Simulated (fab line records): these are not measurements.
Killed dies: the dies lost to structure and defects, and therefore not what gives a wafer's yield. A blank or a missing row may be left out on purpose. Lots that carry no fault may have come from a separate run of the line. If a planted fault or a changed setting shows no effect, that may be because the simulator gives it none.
What tool caused it? -- flow nand-harc -- 36 wafers from 12 lots sampled at 4 of the route's 1159 steps

WHAT THE GAUGES READ, wafer by wafer
NHARC_A_M0_CD_MEAS_09: target cd 80 nm.
lot,measured,on,cd-nm (nm)
L075,day 18 05:33,cd-sem-02,81.3 80.2 81.1
L077,day 18 09:56,cd-sem-03,80.3 81.2 80.8
L078,day 18 22:54,cd-sem-02,79.7 80.4 79.1
L082,day 20 00:26,cd-sem-02,79.6 80.5 80.3
L080,day 20 05:40,cd-sem-03,80.7 80.6 80.6
L085,day 21 06:28,cd-sem-03,80.5 81.5 80.3
L087,day 22 00:03,cd-sem-01,80.2 81.7 80.7
L088,day 22 02:45,cd-sem-01,79.3 78.6 80.2
L090,day 22 14:36,cd-sem-02,81.3 81.0 81.4
L094,day 22 22:58,cd-sem-02,79.8 80.6 81.2
L093,day 23 03:14,cd-sem-03,82.0 81.2 81.3
L097,day 23 15:18,cd-sem-03,81.2 82.1 81.7

WHICH TOOL RAN EACH LOT (tool, then ch and the chambers of the sampled wafers, then the start)
lot,NHARC_A_BLC_DESCUM_15,NHARC_A_BLC_STRIP_21,NHARC_A_BLC_PVD_32
L075,"rie-diel-10 ch 0,1,2, day 18 01:43","rie-diel-10 ch 0,1,3, day 18 02:52","pvd-sputter-02, day 18 05:33 or earlier"
L077,"rie-diel-10 ch 0,2,3, day 18 06:02","rie-diel-10 ch 2,3, day 18 07:11","pvd-sputter-03, day 18 09:56 or earlier"
L078,"rie-diel-10 ch 1,2,3, day 18 19:09","rie-diel-10 ch 0,1,2, day 18 20:20","pvd-sputter-02, day 18 22:54 or earlier"
L082,"rie-diel-02 ch 0,1,3, day 19 20:43","rie-diel-02 ch 0,2,3, day 19 21:52","pvd-sputter-01, day 20 00:26 or earlier"
L080,"rie-diel-10 ch 2,3, day 20 01:49","rie-diel-02 ch 1,2,3, day 20 02:59","pvd-sputter-01, day 20 05:40 or earlier"
L085,"rie-diel-10 ch 0,2,3, day 20 15:03","rie-diel-02 ch 0,1,3, day 20 16:13","pvd-sputter-02, day 21 06:28 or earlier"
L087,"rie-diel-02 ch 0,2,3, day 21 18:02","rie-diel-02 ch 1,2,3, day 21 19:11","pvd-sputter-02, day 22 00:03 or earlier"
L088,"rie-diel-02 ch 1,2,3, day 21 22:54","rie-diel-04 ch 1,2,3, day 22 00:03","pvd-sputter-01, day 22 02:45 or earlier"
L090,"rie-diel-02 ch 1,2,3, day 22 10:43","rie-diel-02 ch 1,2,3, day 22 11:52","pvd-sputter-03, day 22 14:36 or earlier"
L094,"rie-diel-02 ch 0,1,2, day 22 18:29","rie-diel-02 ch 1,2, day 22 19:37","pvd-sputter-01, day 22 22:58 or earlier"
L093,"rie-diel-02 ch 1,2,3, day 22 21:32","rie-diel-10 ch 1,3, day 22 22:41","pvd-sputter-01, day 23 03:14 or earlier"
L097,"rie-diel-04 ch 0,1,3, day 23 09:55","rie-diel-02 ch 1,2,3, day 23 11:13","pvd-sputter-02, day 23 15:18 or earlier"
- NHARC_A_BLC_DESCUM_15: chemistry O2, time 3 s.
- NHARC_A_BLC_STRIP_21: strips in O2.
- NHARC_A_BLC_PVD_32: deposits Ti, target thk 5 nm, time 17.7 s.

THE ANSWER, worked out from the rows above alone
Rule: what is usual is taken from the lots themselves. The widest of any qualifying gaps counts: lots, ordered by their means at a reading, are off when they make up no more than a third of the lots, leave a main group of 4 or more, and stand apart from it by 3 or more times the standard deviation of that group's means. Not used: any main group whose means are identical at the precision the tables above print for the reading. A lot without any number at a reading at which 4 lots or more have one is off too. All remaining lots with rows at the step are treated as sound.
No lot is off on any of the readings shown, so nothing can be concluded from this.

WHAT WAS PUT IN BY THE SIMULATOR
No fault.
